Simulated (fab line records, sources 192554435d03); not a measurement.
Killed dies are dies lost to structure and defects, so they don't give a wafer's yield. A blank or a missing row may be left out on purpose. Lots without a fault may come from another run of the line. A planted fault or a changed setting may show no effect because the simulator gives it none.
A struck lot beside a sound one | flow n5_finfet | 26 steps out of a route of 1938
Sound: wafers L134.1, L134.5, L134.6. Struck: wafers L150.2, L150.3, L150.6. The cause comes at the end.
At each step with rows: each side's tool, then ch and its chambers, then its first start. Under that, the readings that differ: sound wafers | struck wafers | difference of the means | sigmas: that difference in standard deviations of wafers without a fault.
alike: readings whose means differ by less than 2 such deviations, and words and numbers that are the same on both sides. not compared: withheld readings, readings that some wafer has no value for, bounds like >300 that may hide the same value, and numbers for which the record gives no deviation and whose values overlap.
The two part at a step that has a row with sigmas, a row that says differs or no value, or rows on one side only. Numbers that don't overlap but have no deviation are shown without sigmas and don't part them. A reading that every wafer of one side lacks parts them only if that side has two wafers or more.

N5_BEOL_M11_SPUTTER_48: material Cu, target thk 12 nm, time 2 s.
  sound on pvd_sputter-01, day 10 15:34; struck on pvd_sputter-03, day 15 11:55
  reading                  | sound                | struck                  | difference | sigmas
  chamber_pressure_pa (Pa) | 0.13001 0.13045 0.13 | 0.12978 0.12969 0.12933 | -0.00055   | -2
  alike: cathode_dc_power_W, throttle_valve_pct
then, 2 steps without rows for these wafers: N5_BEOL_M11_ECD_50 (material Cu, target thk 318 nm); N5_BEOL_M11_ANNEAL_51 (time 90 s).
N5_BEOL_M11_CMP_52: polishes, stops on SiCOH lowk, t overpolish 7 s, target thk 140 nm.
  sound on cmp-02 ch 0,1,3, day 10 16:13; struck on cmp-04 ch 0,1, day 15 12:27
  alike: barrier_field_endpoint_s, motor_current_A, overpolish_run_s, time_to_endpoint_s
N5_BEOL_M11_THK_MEAS_53: measures by xrf.
  sound on film_metro-02, day 10 16:23; struck on film_metro-02, day 15 12:45
  alike: M11_THK
then, 2 steps without rows for these wafers: N5_BEOL_M11_PRE_CLEAN_55 (time 15 s); N5_BEOL_M11_DEP_56 (deposits SiCN from 3MS/NH3, target thk 30 nm, time 10.5 s).
N5_BEOL_M11_RS_MEAS_57: measures by four-point-probe.
  sound on film_metro-02, day 10 16:31; struck on film_metro-02, day 15 12:52
  alike: M11_RS
N5_BEOL_M11_INSPECT_58: inspects for defects (darkfield).
  sound on defect_inspect-01, day 10 16:32; struck on defect_inspect-01, day 15 12:54
  alike: raw_defect_count
N5_BEOL_M12_ILD_DEP_00: deposits SiOC from DEMS/O2, target thk 658.92 nm, time 130.7 s.
  sound on pecvd-03 ch 1,2, day 10 16:35; struck on pecvd-04 ch 0,1,2, day 15 12:56
  alike: heater_power_w, showerhead_plenum_p_Torr, showerhead_vpp_V, throttle_valve_pct
N5_BEOL_M12_THK_MEAS_01:
  sound on film_metro-02, day 10 16:46; struck on film_metro-01, day 15 13:04
  alike: M12_ILD_THK
then, 1 step without rows for these wafers: N5_BEOL_M12_COAT_58 (time 60 s, resist thk 89 nm).
N5_BEOL_M12_COAT_04: resist thk 400 nm.
  sound on litho_track-03 ch 0, day 10 16:47; struck on litho_track-03 ch 0, day 15 13:06
  reading                                    | sound                | struck               | difference | sigmas
  spin_speed_rpm (rpm)                       | 1625.3 1624.7 1624.3 | 1563.4 1563.7 1565.5 | -60.6      | -55
  model.coat_of_BEOL_M12_COAT_04.thk_nm (nm) | 398.2 398.6 398.6    | 407 407.8 406.8      | +9         |
  alike: chill_plate_temp_C
then, 6 steps without rows for these wafers: N5_BEOL_M12_EBR_06; N5_BEOL_M12_SOFTBAKE_05 (time 60 s); N5_BEOL_M12_EXPOSE_07 (exposes mask V11); N5_BEOL_M12_PEB_08 (peb time 90 s); N5_BEOL_M12_DEVELOP_09 (develop time 45 s); N5_BEOL_M12_HARDBAKE_14 (time 120 s).
N5_BEOL_M12_CD_MEAS_10: target cd 140 nm.
  sound on cd_sem-02 ch 0, day 10 17:04; struck on cd_sem-03 ch 0, day 15 13:22
  alike: cd_nm
N5_BEOL_M12_OVL_MEAS_11:
  sound on overlay-02 ch 0, day 10 17:05; struck on overlay-02 ch 0, day 15 13:24
  alike: V11_OVL
N5_BEOL_M12_INSPECT_12: inspects for defects (macro).
  sound on defect_inspect-01, day 10 17:07; struck on defect_inspect-02, day 15 13:25
  alike: raw_defect_count
N5_BEOL_M12_DESCUM_15: chemistry O2, time 7.9 s.
  sound on rie_diel-01 ch 0,1,3, day 10 17:09; struck on rie_diel-01 ch 0,2, day 15 13:28
  reading               | sound          | struck         | difference | sigmas
  oes_product_au (a.u.) | 0.81 0.68 0.69 | 0.85 0.89 0.89 | +0.15      | +2
  alike: drypump_motor_current_A, rf_vpp_V, showerhead_plenum_p_Torr, throttle_valve_pct
  not compared: rf_hours_counter_h
then, 1 step without rows for these wafers: N5_BEOL_M12_ETCH_59 (etches BARC in N2/H2, target depth 89 nm, overetch 26.7 nm, time 67.9 s).
N5_BEOL_M12_VIA_ETCH_16: etches SiOC in C4F8/O2/Ar, target depth 724.8 nm.
  sound on rie_diel-01 ch 0,1,3, day 10 17:14; struck on rie_diel-01 ch 0,2, day 15 13:32
  reading                                    | sound             | struck         | difference | sigmas
  oes_product_au (a.u.)                      | 0.74 0.60 0.63    | 0.75 0.79 0.80 | +0.12      | +2
  model.coat_of_BEOL_M12_COAT_04.thk_nm (nm) | 120.6 117.8 115.8 | 131 128.4 124  | +10        |
  alike: drypump_motor_current_A, he_inner_torr, rf_vpp_V, showerhead_plenum_p_Torr, throttle_valve_pct
N5_BEOL_M12_STRIP_63: strips in N2/H2.
  sound on plasma_asher-02 ch 0,1, day 10 17:26; struck on plasma_asher-02 ch 0, day 15 13:44
  reading                      | sound          | struck         | difference | sigmas
  strip_time_to_endpoint_s (s) | 41.8 41.1 40.5 | 44.7 44.0 42.8 | +2.7       | +3
  alike: drypump_motor_current_A, heater_power_w, oes_product_au
  not compared: rf_hours_counter_h

WHERE THEY PART
First at N5_BEOL_M11_SPUTTER_48; last, within this record, at N5_BEOL_M12_STRIP_63.

WHY: what the simulator had put in
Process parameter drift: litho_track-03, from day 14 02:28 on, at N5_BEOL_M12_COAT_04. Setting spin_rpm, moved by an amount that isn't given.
